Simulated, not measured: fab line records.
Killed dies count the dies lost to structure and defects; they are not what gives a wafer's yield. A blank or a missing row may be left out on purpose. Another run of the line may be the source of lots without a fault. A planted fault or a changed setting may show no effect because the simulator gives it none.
Split-lot trial    flow n5-finfet    route with 1938 steps; 7 lots, 39 wafers read

== THE SPLIT ==
At N5_HKMG_FIN_ETCH_31 (etches SiARC in CF4, target depth 45.5 nm, time 75.8 s), the setting bias-w was moved away from the recipe's 36 W on 12 of the 39 wafers read, by -13.7% to +15.4%. For the rest of the wafers, this setting stayed at what the recipe calls for.

The reading is taken at the split's own step.

== THE READING ==
rf-vpp-V, in V, at N5_HKMG_FIN_ETCH_31 (etches SiARC in CF4, target depth 45.5 nm, time 75.8 s). Fault-free wafers of this fab line usually give 183.8 V, standard deviation 1.2 V.

wafer   tool, chamber at the split  bias-w as run, W  against the recipe  rf-vpp-V, V  against lot-mates on the recipe
L083.1  rie-diel-03, 2              36                recipe              185.9        -
L083.2  rie-diel-03, 1              36                recipe              184.6        -
L083.3  rie-diel-03, 3              36                recipe              183.7        -
L083.4  rie-diel-03, 3              36                recipe              184.1        -
L083.5  rie-diel-03, 1              36                recipe              184.5        -
L083.6  rie-diel-03, 2              36                recipe              185.6        -
L084.1  rie-diel-01, 1              36                recipe              183.6        -
L084.2  rie-diel-01, 3              36                recipe              183.7        -
L084.3  rie-diel-01, 2              36                recipe              182.5        -
L084.4  rie-diel-01, 3              36                recipe              184.2        -
L084.5  rie-diel-01, 2              36                recipe              181.9        -
L084.6  rie-diel-01, 1              36                recipe              182.5        -
L087.1  rie-diel-04, 3              36                recipe              184.9        -
L087.2  rie-diel-04, 1              36                recipe              182.9        -
L087.3  rie-diel-04, 0              36                recipe              183.9        -
L087.4  rie-diel-04, 2              31.05             -13.7%              166.4        -17.5
L087.5  rie-diel-04, 2              31.05             -13.7%              166.6        -17.3
L087.6  rie-diel-04, 1              31.05             -13.7%              165.6        -18.3
L088.1  rie-diel-01, 0              36                recipe              184.8        -
L088.2  rie-diel-01, 1              31.11             -13.6%              167.6        -17.2
L088.3  rie-diel-01, 3              36                recipe              184.7        -
L088.4  rie-diel-01, 2              31.11             -13.6%              165.9        -18.9
L088.5  rie-diel-01, 0              36                recipe              184.8        -
L088.6  rie-diel-01, 3              31.11             -13.6%              165.9        -18.9
L089.1  rie-diel-03, 3              36                recipe              183.9        -
L089.2  rie-diel-03, 1              41.56             +15.4%              202.5        +18.0
L089.3  rie-diel-03, 2              36                recipe              185.1        -
L089.4  rie-diel-03, 0              41.56             +15.4%              202.5        +18.0
L089.5  rie-diel-03, 3              41.56             +15.4%              201.7        +17.2
L089.6  rie-diel-03, 0              36                recipe              184.6        -
L095.1  rie-diel-04, 0              37.93             +5.4%               189.2        +4.9
L095.2  rie-diel-04, 1              37.93             +5.4%               188.3        +4.0
L095.3  rie-diel-04, 3              36                recipe              183.4        -
L095.4  rie-diel-04, 2              36                recipe              185.0        -
L095.5  rie-diel-04, 3              36                recipe              184.5        -
L095.6  rie-diel-04, 0              37.93             +5.4%               189.4        +5.1
L097.1  rie-diel-03, 0              36                recipe              184.6        -
L097.3  rie-diel-03, 2              36                recipe              187.2        -
L097.6  rie-diel-03, 0              36                recipe              184.6        -

FIT RESULTS
A straight line over all 39 wafers: rf-vpp-V changes by +1.23 V for each +1% of bias-w; r = +0.99; the points scatter about the line by 1.2 V.
The same after taking each lot's own level away (the mean of its wafers on the recipe; 39 wafers): +1.23 V for each +1%; r = +0.99; scatter 1 V.
The reading moves by 19 V for the largest change in bias-w, on that fit.
Measured against the standard deviation above, the lots' own levels, which go from 183.07 to 185.47 V, span 2.0 times it.
Consequently the slope shifts little with the lot-to-lot level, the two slopes agreeing.
Check: +18.7 V against its lot-mates is what the line predicts for one of the wafers moved furthest among these (+15.4%) when that wafer is left out of the fit. It came out at +18 V against them.
Tool readings at the split's step, against how far the setting was moved: rf-vpp-V r = +0.99.

== OTHER SPLITS APPLIED TO THESE WAFERS ==
Other splits were also applied to these wafers ahead of the reading. Each is held against what the fit with the lots' levels taken away leaves over:
other split on the same wafers           wafers away from the commonest value  r with rf-vpp-V (lot level and that fit taken away)
N5_WELL_APT_IMPLANT_15 energy-kev        9                                     +0.01
N5_FIN_SAQP_HM_DEP_72 time-s             12                                    +0.00
N5_FIN_SAQP_SPACER1_ALD_24 ald-cycles    12                                    -0.11
N5_SD_EPI_N_LINER_46 target-thk-a        15                                    +0.21
N5_SD_EPI_P_SD_RECESS_17 target-depth-a  12                                    +0.02
N5_HKMG_FIN_CVD_62 temp-c                12                                    +0.15

== THE FILE'S OWN FIT ==
rf-vpp-V changes by +1.23 V for each +1% of bias-w, r = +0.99.
